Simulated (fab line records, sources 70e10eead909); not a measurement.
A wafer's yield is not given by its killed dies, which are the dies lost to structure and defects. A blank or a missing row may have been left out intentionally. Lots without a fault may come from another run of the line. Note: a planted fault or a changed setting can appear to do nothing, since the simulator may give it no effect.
Struck lot and sound lot, side by side	flow nandHarc	15 steps out of a route of 1159
Sound: the wafers L182.1, L182.3, L182.6. The struck wafers were L185.2, L185.3, L185.6. At the end, the cause is stated.
Order at every step that has rows: each side's tool, ch and its chambers, its first start. Under that, the readings that differ: sound wafers	struck wafers	difference of the means	sigmas: that difference in standard deviations of wafers without a fault.
alike: a reading whose means differ by less than 2 such deviations, as well as words and numbers matching on both sides. not compared: withheld readings; readings where some wafer has no value; bounds like >300 that might hide an equal value; numbers whose values overlap and for which the record gives no deviation.
A row with sigmas, a row that says differs or no value, or rows on one side alone: a step with any of these is where the two part. When numbers do not overlap yet have no deviation, they are printed without sigmas and do not part them. A reading that every wafer of one side lacks parts them only if that side has two wafers or more.

first, 2 steps without rows for these wafers: NHARC_P_STI_SRD_39; NHARC_P_STI_OXIDE_40 (material SiO2, target thk 10 nm, ox time 1362 s).
NHARC_P_STI_INSPECT_25:
  sound on defectInspect-02, day 4 09:50; struck on defectInspect-02, day 5 10:34
  alike: rawDefectCount
then, 9 steps without rows for these wafers: NHARC_P_GATE_ETCH_69 (etches SiO2 in dHF, target depth 14 nm); NHARC_P_GATE_PRECLEAN_70 (cleans in SC1); NHARC_P_GATE_SRD_01; NHARC_P_GATE_OXIDE_02 (material SiO2, target thk 37.5 nm, ox time 365 s); NHARC_P_GATE_DEHYDRATE_03 (time 120 s); NHARC_P_GATE_HMDS_04 (time 30 s); NHARC_P_GATE_COAT_05; NHARC_P_GATE_SOFTBAKE_06 (time 95 s); NHARC_P_GATE_EBR_07.
NHARC_P_GATE_EXPOSE_08: exposes mask P HV.
  sound on krfScanner-03 ch 0, day 4 17:55; struck on krfScanner-03 ch 0, day 5 18:42
reading	sound	struck	difference	sigmas
model.P_GATE.overlayXNm (nm)	5.435 5.435 5.435	35.26 35.26 35.26	+29.82	
  alike: mask
then, 1 step without rows for these wafers: NHARC_P_GATE_PEB_09 (peb time 85 s).
-- break in the record here, with 15 days between the starts of the struck wafers on either side (left off in module P_GATE, picked up again in module END, where the first step shown is number 1159 on the route) --
NHARC_END_SORT_01:
  here the record holds rows for the struck wafers (prober-02 ch 0, day 21 01:25) but none for the sound ones

WHERE THEY PART
Only at NHARC_END_SORT_01, as far as this record shows.

WHY: what the simulator had put in
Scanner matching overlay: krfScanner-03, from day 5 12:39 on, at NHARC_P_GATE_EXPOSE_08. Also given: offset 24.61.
